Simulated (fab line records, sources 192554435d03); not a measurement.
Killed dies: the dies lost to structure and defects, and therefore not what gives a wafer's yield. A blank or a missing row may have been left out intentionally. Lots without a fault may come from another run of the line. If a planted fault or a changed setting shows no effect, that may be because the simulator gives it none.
Which tool was responsible? + flow n5Finfet + 7 lots, 21 wafers sampled, at 8 steps of a route of 1938

== WHAT EACH GAUGE READ, for each wafer ==
N5_BEOL_M12_OCD_MEAS_35. Usual: 318 nm for trenchDepthNm, sd 4.1.
| lot  | measured     | on     | trenchDepthNm (nm) | flag |
|------|--------------|--------|--------------------|------|
| L589 | day 12 02:24 | ocd-01 | 323 316 325        |      |
| L592 | day 13 02:19 | ocd-02 | 312 322 319        |      |
| L601 | day 16 00:41 | ocd-01 | 312 322 552        | OFF  |
| L599 | day 16 13:12 | ocd-01 | 558 325 557        | OFF  |
| L605 | day 17 13:19 | ocd-01 | 319 318 321        |      |
| L609 | day 18 07:31 | ocd-01 | 316 316 316        |      |
| L607 | day 18 09:47 | ocd-01 | 320 316 319        |      |

N5_BEOL_M12_THK_MEAS_50: measures by xrf. Usual: M12_THK gives 315 nm (standard deviation 4.8).
| lot  | measured     | on           | M12_THK (nm) | flag |
|------|--------------|--------------|--------------|------|
| L589 | day 12 06:20 | filmMetro-02 | 318 314 321  |      |
| L592 | day 13 06:16 | filmMetro-02 | 314 323 321  |      |
| L601 | day 16 06:00 | filmMetro-01 | 310 318 546  | OFF  |
| L599 | day 16 17:15 | filmMetro-01 | 556 325 557  | OFF  |
| L605 | day 17 15:07 | filmMetro-02 | 316 314 316  |      |
| L609 | day 18 10:04 | filmMetro-01 | 315 314 315  |      |
| L607 | day 18 13:07 | filmMetro-01 | 321 317 321  |      |

N5_BEOL_M12_RS_MEAS_54: the measuring method here is four-point-probe. Usual: M12_RS gives 0.0601 ohm/sq (standard deviation 0.00088).
| lot  | measured     | on           | M12_RS (ohm/sq)      | flag |
|------|--------------|--------------|----------------------|------|
| L589 | day 12 06:28 | filmMetro-02 | 0.0590 0.0599 0.0584 |      |
| L592 | day 13 06:24 | filmMetro-01 | 0.0614 0.0594 0.0598 |      |
| L601 | day 16 06:07 | filmMetro-01 | 0.0614 0.0596 0.0340 | OFF  |
| L599 | day 16 17:23 | filmMetro-02 | 0.0336 0.0588 0.0336 | OFF  |
| L605 | day 17 15:16 | filmMetro-01 | 0.0599 0.0605 0.0598 |      |
| L609 | day 18 10:12 | filmMetro-02 | 0.0608 0.0607 0.0607 |      |
| L607 | day 18 13:14 | filmMetro-02 | 0.0594 0.0602 0.0595 |      |

N5_BEOL_M15_RC_MEAS_101. Usual: COMB_M10 1.4e-11 S/m, standard deviation 3e-12; COMB_M11 1.49e-11 S/m, standard deviation 2.9e-12; COMB_M13 4.7e-12 S/m, standard deviation 9.3e-13; COMB_M14 3.4e-12 S/m, standard deviation 7.4e-13; COMB_M15 2.3e-12 S/m, standard deviation 5.6e-13; COMB_M5 3.5e-11 S/m, standard deviation 7.8e-12; COMB_M6 2.5e-11 S/m, standard deviation 4.9e-12; COMB_M7 2.5e-11 S/m, standard deviation 4.9e-12; COMB_M8 2.4e-11 S/m, standard deviation 4.4e-12; COMB_M9 1.5e-11 S/m, standard deviation 3.1e-12; SERP_M10 3.07 ohm/um, standard deviation 0.079; SERP_M11 3.07 ohm/um, standard deviation 0.065; SERP_M12 0.640 ohm/um, standard deviation 0.016; SERP_M12_max_site 0.654 ohm/um, standard deviation 0.017; SERP_M13 0.309 ohm/um, standard deviation 0.0053; SERP_M14 0.1612 ohm/um, standard deviation 0.0029; SERP_M5 39.1 ohm/um, standard deviation 1.3; SERP_M6 13.8 ohm/um, standard deviation 0.44; SERP_M7 14.0 ohm/um, standard deviation 0.46; SERP_M8 14.1 ohm/um, standard deviation 0.47; SERP_M9 3.06 ohm/um, standard deviation 0.068; SERP_M9_max_site 3.16 ohm/um, standard deviation 0.073.
| lot  | measured     | on        | COMB_M10 (S/m)          | COMB_M11 (S/m)             | COMB_M13 (S/m)          | COMB_M14 (S/m)          | COMB_M15 (S/m)          | COMB_M5 (S/m)           | COMB_M6 (S/m)           | COMB_M7 (S/m)           | COMB_M8 (S/m)           | COMB_M9 (S/m)           | SERP_M10 (ohm/um) | SERP_M11 (ohm/um) | SERP_M12 (ohm/um) | SERP_M12_max_site (ohm/um) | SERP_M13 (ohm/um) | SERP_M14 (ohm/um)    | SERP_M5 (ohm/um) | SERP_M6 (ohm/um) | SERP_M7 (ohm/um) | SERP_M8 (ohm/um) | SERP_M9 (ohm/um) | SERP_M9_max_site (ohm/um) | flag |
|------|--------------|-----------|-------------------------|----------------------------|-------------------------|-------------------------|-------------------------|-------------------------|-------------------------|-------------------------|-------------------------|-------------------------|-------------------|-------------------|-------------------|----------------------------|-------------------|----------------------|------------------|------------------|------------------|------------------|------------------|---------------------------|------|
| L589 | day 12 21:37 | prober-01 | 1e-11 1.1e-11 1.5e-11   | 1.28e-11 1.39e-11 1.04e-11 | 5.8e-12 6.8e-12 6e-12   | 3.6e-12 3.7e-12 3.1e-12 | 3.5e-12 2.7e-12 2.7e-12 | 3.6e-11 3.8e-11 4.1e-11 | 2.9e-11 2e-11 2.8e-11   | 2.4e-11 2.6e-11 2.4e-11 | 2.6e-11 2.4e-11 2.6e-11 | 1e-11 1.2e-11 1.3e-11   | 3.09 3.04 2.99    | 3.03 3.10 2.98    | 0.638 0.636 0.610 | 0.647 0.663 0.623          | 0.318 0.306 0.311 | 0.1586 0.1581 0.1647 | 39.4 41.1 39.8   | 13.5 13.7 13.4   | 14.0 13.9 14.2   | 14.7 13.5 13.8   | 3.04 3.00 3.15   | 3.15 3.04 3.20            |      |
| L592 | day 13 22:11 | prober-01 | 1.8e-11 1.9e-11 2.2e-11 | 2.21e-11 1.93e-11 1.52e-11 | 5.3e-12 6.2e-12 6e-12   | 3.9e-12 4e-12 3.5e-12   | 2.4e-12 2.5e-12 2.9e-12 | 4.2e-11 3.2e-11 3.1e-11 | 2e-11 2.6e-11 2.4e-11   | 2.8e-11 3.4e-11 3.4e-11 | 2.8e-11 2e-11 3.4e-11   | 1.6e-11 1.6e-11 2.3e-11 | 3.07 3.10 3.10    | 3.01 3.12 3.02    | 0.640 0.627 0.623 | 0.659 0.641 0.646          | 0.309 0.311 0.301 | 0.1657 0.1558 0.1587 | 39.6 38.6 38.0   | 13.3 13.9 13.8   | 13.7 14.3 14.2   | 15.1 13.9 14.7   | 3.04 3.09 3.17   | 3.09 3.17 3.24            |      |
| L601 | day 17 04:47 | prober-02 | 1.3e-11 1.8e-11 2e-11   | 1.65e-11 9.5e-12 1.73e-11  | 3e-12 4.2e-12 2.8e-12   | 4.1e-12 3.7e-12 2.5e-12 | 2.1e-12 1.5e-12 1.7e-12 | 4.3e-11 3.1e-11 4.2e-11 | 3.1e-11 2.3e-11 2.3e-11 | 2.1e-11 2.4e-11 2.7e-11 | 3e-11 2.2e-11 2.7e-11   | 1.3e-11 1.3e-11 1.4e-11 | 3.11 3.09 3.03    | 2.98 3.08 3.11    | 0.656 0.629 0.369 | 0.666 0.644 0.375          | 0.307 0.312 0.307 | 0.1650 0.1622 0.1628 | 41.3 39.8 39.9   | 13.3 13.3 13.9   | 13.5 13.9 12.8   | 14.0 15.6 13.5   | 3.01 2.99 2.92   | 3.07 3.09 3.13            | OFF  |
| L599 | day 17 19:37 | prober-02 | 1.2e-11 1.1e-11 1.4e-11 | 1.59e-11 1.09e-11 1.08e-11 | 5.1e-12 5e-12 4.5e-12   | 1.8e-12 3.2e-12 3.4e-12 | 1.3e-12 1.6e-12 2.4e-12 | 2.6e-11 2e-11 2.5e-11   | 2.4e-11 2.9e-11 3.1e-11 | 2.5e-11 2.7e-11 3.6e-11 | 2.2e-11 3.1e-11 2.9e-11 | 1.2e-11 1.5e-11 1e-11   | 3.02 3.07 3.08    | 3.03 3.09 2.93    | 0.352 0.626 0.353 | 0.361 0.634 0.364          | 0.305 0.302 0.308 | 0.1609 0.1553 0.1643 | 36.3 39.5 38.4   | 14.3 14.0 13.9   | 14.4 14.4 14.0   | 14.0 14.3 14.0   | 3.11 3.05 3.02   | 3.18 3.17 3.13            | OFF  |
| L605 | day 18 07:08 | prober-02 | 1.2e-11 2.1e-11 1.5e-11 | 1.92e-11 1.51e-11 1.48e-11 | 5.1e-12 4.2e-12 3.3e-12 | 3.3e-12 3.5e-12 3.4e-12 | 2.1e-12 1.9e-12 2.2e-12 | 3.9e-11 3.4e-11 4e-11   | 3e-11 1.9e-11 2.8e-11   | 2.4e-11 2.4e-11 2e-11   | 2.6e-11 2e-11 2.5e-11   | 1.1e-11 7e-12 1.3e-11   | 3.21 2.99 2.93    | 3.04 3.02 3.09    | 0.636 0.624 0.630 | 0.658 0.631 0.640          | 0.309 0.314 0.315 | 0.1622 0.1620 0.1641 | 39.5 37.8 38.6   | 13.7 13.6 14.0   | 13.4 14.0 13.7   | 13.4 13.2 13.7   | 3.15 3.12 3.10   | 3.22 3.17 3.14            |      |
| L609 | day 19 04:23 | prober-01 | 1.2e-11 1.5e-11 1.2e-11 | 1.14e-11 1.38e-11 1e-11    | 6e-12 6.2e-12 6.1e-12   | 4.3e-12 3.9e-12 4.2e-12 | 2.2e-12 2.8e-12 2.3e-12 | 3.2e-11 2.9e-11 2.5e-11 | 2.5e-11 2.8e-11 2e-11   | 2.5e-11 2.4e-11 3.3e-11 | 2.2e-11 2.5e-11 3e-11   | 1.6e-11 1.4e-11 1.3e-11 | 3.18 3.14 3.11    | 3.12 3.08 3.05    | 0.644 0.638 0.641 | 0.661 0.657 0.644          | 0.302 0.316 0.310 | 0.1583 0.1587 0.1623 | 38.3 39.0 36.8   | 14.3 13.7 13.9   | 14.0 14.3 13.9   | 13.5 13.9 14.2   | 3.02 2.98 3.04   | 3.10 3.05 3.10            |      |
| L607 | day 19 08:24 | prober-02 | 1.2e-11 1.2e-11 1.3e-11 | 8.4e-12 1.53e-11 1.33e-11  | 5.2e-12 4.1e-12 3.7e-12 | 6.4e-12 3.1e-12 4.3e-12 | 1.4e-12 2.4e-12 2.3e-12 | 3.2e-11 2.8e-11 3.3e-11 | 2.8e-11 1.6e-11 3.5e-11 | 2.3e-11 2.2e-11 1.7e-11 | 1.7e-11 1.7e-11 2e-11   | 1.3e-11 1.3e-11 1.4e-11 | 3.01 3.04 2.91    | 3.13 3.09 3.20    | 0.621 0.639 0.622 | 0.629 0.656 0.639          | 0.304 0.306 0.307 | 0.1631 0.1669 0.1630 | 37.9 37.1 38.4   | 14.0 13.8 14.4   | 13.7 13.9 13.8   | 13.3 13.9 14.0   | 3.14 3.18 3.12   | 3.20 3.34 3.22            |      |

== WHICH TOOL RAN EACH LOT (tool, then ch and the chambers of the sampled wafers, then the start) ==
| lot  | N5_BEOL_M12_ETCH_59               | N5_BEOL_M12_ETCH_68               | N5_BEOL_M12_TRENCH_ETCH_34        | N5_BEOL_M12_SPUTTER_44      |
|------|-----------------------------------|-----------------------------------|-----------------------------------|-----------------------------|
| L589 | rieDiel-01 ch 0,2,3, day 12 00:53 | rieDiel-01 ch 0,2,3, day 12 02:04 | rieDiel-01 ch 0,2,3, day 12 02:14 | pvdSputter-03, day 12 04:30 |
| L592 | rieDiel-05 ch 1,2, day 13 00:56   | rieDiel-01 ch 1,2,3, day 13 01:59 | rieDiel-01 ch 1,2,3, day 13 02:10 | pvdSputter-03, day 13 05:20 |
| L601 | rieDiel-04 ch 0,1,3, day 15 23:17 | rieDiel-01 ch 0,2,3, day 16 00:21 | rieDiel-01 ch 0,2,3, day 16 00:32 | pvdSputter-02, day 16 05:04 |
| L599 | rieDiel-04 ch 0,1,2, day 16 11:41 | rieDiel-01 ch 0,2, day 16 12:52   | rieDiel-01 ch 0,2, day 16 13:03   | pvdSputter-02, day 16 16:03 |
| L605 | rieDiel-04 ch 0,1,3, day 17 11:48 | rieDiel-04 ch 0,3, day 17 12:59   | rieDiel-04 ch 0,3, day 17 13:10   | pvdSputter-02, day 17 14:10 |
| L609 | rieDiel-05 ch 0,1,2, day 18 06:06 | rieDiel-04 ch 0,1, day 18 07:10   | rieDiel-04 ch 0,1, day 18 07:22   | pvdSputter-01, day 18 09:08 |
| L607 | rieDiel-01 ch 0,2,3, day 18 07:31 | rieDiel-04 ch 0,1,3, day 18 09:31 | rieDiel-04 ch 0,1,3, day 18 09:41 | pvdSputter-01, day 18 12:11 |
- N5_BEOL_M12_ETCH_59: etches BARC in N2/H2, target depth 89 nm, overetch 26.7 nm, time 67.9 s.
- N5_BEOL_M12_ETCH_68: etches SOC in N2/H2, time 285 s.
- N5_BEOL_M12_TRENCH_ETCH_34: etches SiOC in C4F8/O2/Ar, target depth 318.95 nm, time 125.5 s.
- N5_BEOL_M12_SPUTTER_44: material Ta, target thk 10 nm, time 16.13 s.

== WHAT THE TOOLS THEMSELVES READ (means of the sampled wafers that have a number; where no wafer has one, the mark that the record gives instead) ==
N5_BEOL_M12_ETCH_59. Usual: drypumpMotorCurrentA 5.8 A, standard deviation 0.54; oesProductAu 0.67 a.u., standard deviation 0.057; rfVppV 523.7 V, standard deviation 2.1; showerheadPlenumPTorr 2.54 Torr, standard deviation 0.064; throttleValvePct 17.97 %, standard deviation 0.27.
| lot  | tool       | drypumpMotorCurrentA (A) | oesProductAu (a.u.) | rfVppV (V) | showerheadPlenumPTorr (Torr) | throttleValvePct (%) | flag |
|------|------------|--------------------------|---------------------|------------|------------------------------|----------------------|------|
| L589 | rieDiel-01 | 5.6                      | 0.71                | 523.9      | 2.54                         | 17.82                |      |
| L592 | rieDiel-05 | 6.4                      | 0.63                | 524.9      | 2.56                         | 17.99                |      |
| L601 | rieDiel-04 | 6.0                      | 0.72                | 523.3      | 2.55                         | 17.75                |      |
| L599 | rieDiel-04 | 6.0                      | 0.67                | 522.3      | 2.52                         | 17.90                |      |
| L605 | rieDiel-04 | 6.0                      | 0.71                | 524.4      | 2.54                         | 17.77                |      |
| L609 | rieDiel-05 | 6.1                      | 0.69                | 525.3      | 2.59                         | 18.01                |      |
| L607 | rieDiel-01 | 5.6                      | 0.66                | 522.2      | 2.52                         | 17.92                |      |

N5_BEOL_M12_ETCH_68. Usual: drypumpMotorCurrentA 5.8 A, standard deviation 0.51; oesProductAu 0.79 a.u., standard deviation 0.078; rfVppV 523.8 V, standard deviation 1.9; showerheadPlenumPTorr 2.54 Torr, standard deviation 0.065; throttleValvePct 17.84 %, standard deviation 0.27.
| lot  | tool       | drypumpMotorCurrentA (A) | oesProductAu (a.u.) | rfVppV (V) | showerheadPlenumPTorr (Torr) | throttleValvePct (%) | flag |
|------|------------|--------------------------|---------------------|------------|------------------------------|----------------------|------|
| L589 | rieDiel-01 | 5.6                      | 0.84                | 523.5      | 2.54                         | 17.73                |      |
| L592 | rieDiel-01 | 5.3                      | 0.79                | 523.6      | 2.55                         | 17.85                |      |
| L601 | rieDiel-01 | 5.6                      | 0.79                | 523.8      | 2.52                         | 17.78                |      |
| L599 | rieDiel-01 | 6.0                      | 0.81                | 522.8      | 2.50                         | 17.65                |      |
| L605 | rieDiel-04 | 6.0                      | 0.82                | 524.6      | 2.58                         | 17.68                |      |
| L609 | rieDiel-04 | 6.2                      | 0.82                | 523.5      | 2.54                         | 17.60                |      |
| L607 | rieDiel-04 | 6.0                      | 0.82                | 524.1      | 2.54                         | 17.68                |      |

N5_BEOL_M12_TRENCH_ETCH_34. Usual: drypumpMotorCurrentA 5.8 A, standard deviation 0.51; oesProductAu 0.79 a.u., standard deviation 0.078; rfVppV 665.2 V, standard deviation 2.3; showerheadPlenumPTorr 3.41 Torr, standard deviation 0.079; throttleValvePct 24.27 %, standard deviation 0.23.
| lot  | tool       | drypumpMotorCurrentA (A) | oesProductAu (a.u.) | rfVppV (V) | showerheadPlenumPTorr (Torr) | throttleValvePct (%) | flag |
|------|------------|--------------------------|---------------------|------------|------------------------------|----------------------|------|
| L589 | rieDiel-01 | 5.6                      | 0.83                | 665.0      | 3.41                         | 24.20                |      |
| L592 | rieDiel-01 | 5.3                      | 0.79                | 665.3      | 3.43                         | 24.27                |      |
| L601 | rieDiel-01 | 5.6                      | 0.79                | 665.0      | 3.40                         | 24.24                |      |
| L599 | rieDiel-01 | 6.0                      | 0.81                | 663.7      | 3.37                         | 24.14                |      |
| L605 | rieDiel-04 | 6.0                      | 0.82                | 665.9      | 3.46                         | 24.12                |      |
| L609 | rieDiel-04 | 6.2                      | 0.81                | 665.4      | 3.41                         | 24.07                |      |
| L607 | rieDiel-04 | 6.0                      | 0.82                | 665.5      | 3.41                         | 24.13                |      |

N5_BEOL_M12_SPUTTER_44. Usual: substrateTempC 50.01 C, standard deviation 0.13; throttleValvePct 29.8 %, standard deviation 1.1.
| lot  | tool          | substrateTempC (C) | throttleValvePct (%) | flag |
|------|---------------|--------------------|----------------------|------|
| L589 | pvdSputter-03 | 50.01              | 29.7                 |      |
| L592 | pvdSputter-03 | 49.94              | 31.1                 |      |
| L601 | pvdSputter-02 | 49.92              | 30.3                 |      |
| L599 | pvdSputter-02 | 49.97              | 30.0                 |      |
| L605 | pvdSputter-02 | 49.96              | 29.0                 |      |
| L609 | pvdSputter-01 | 50.04              | 30.0                 |      |
| L607 | pvdSputter-01 | 49.94              | 29.5                 |      |

== THE ANSWER, worked out from the rows above alone ==
Rule: lot off if the mean of its wafers having a number is beyond 3 standard deviations from the usual mean. Also off: a lot with no number at a reading for which 4 or more lots have one. Any other lot the step has rows for is counted as sound. First the gauges in route order, then the tools' own readings, where a lot's mean is used as printed above. At the first step where some lot is off, the reading lying furthest off is the one used; lots without a number count as furthest.
Off: L601, L599 (N5_BEOL_M12_OCD_MEAS_35, trenchDepthNm).
If a tool, at a process step before that reading, ran all the lots that are off and no sound lot after the first of them, it fits. The gauges at N5_BEOL_M12_OCD_MEAS_35 aren't tried: what is off there is off at N5_BEOL_M12_THK_MEAS_50 too, on other tools, and a gauge's error can't cause that. One candidate fits, namely rieDiel-01 at N5_BEOL_M12_ETCH_68 and N5_BEOL_M12_TRENCH_ETCH_34. At N5_BEOL_M12_ETCH_68 its last sound lot is L592 (day 13 01:59), its first lot that is off L601 (day 16 00:21): a fault that began between those two fits.

== WHAT THE SIMULATOR HAD INSERTED ==
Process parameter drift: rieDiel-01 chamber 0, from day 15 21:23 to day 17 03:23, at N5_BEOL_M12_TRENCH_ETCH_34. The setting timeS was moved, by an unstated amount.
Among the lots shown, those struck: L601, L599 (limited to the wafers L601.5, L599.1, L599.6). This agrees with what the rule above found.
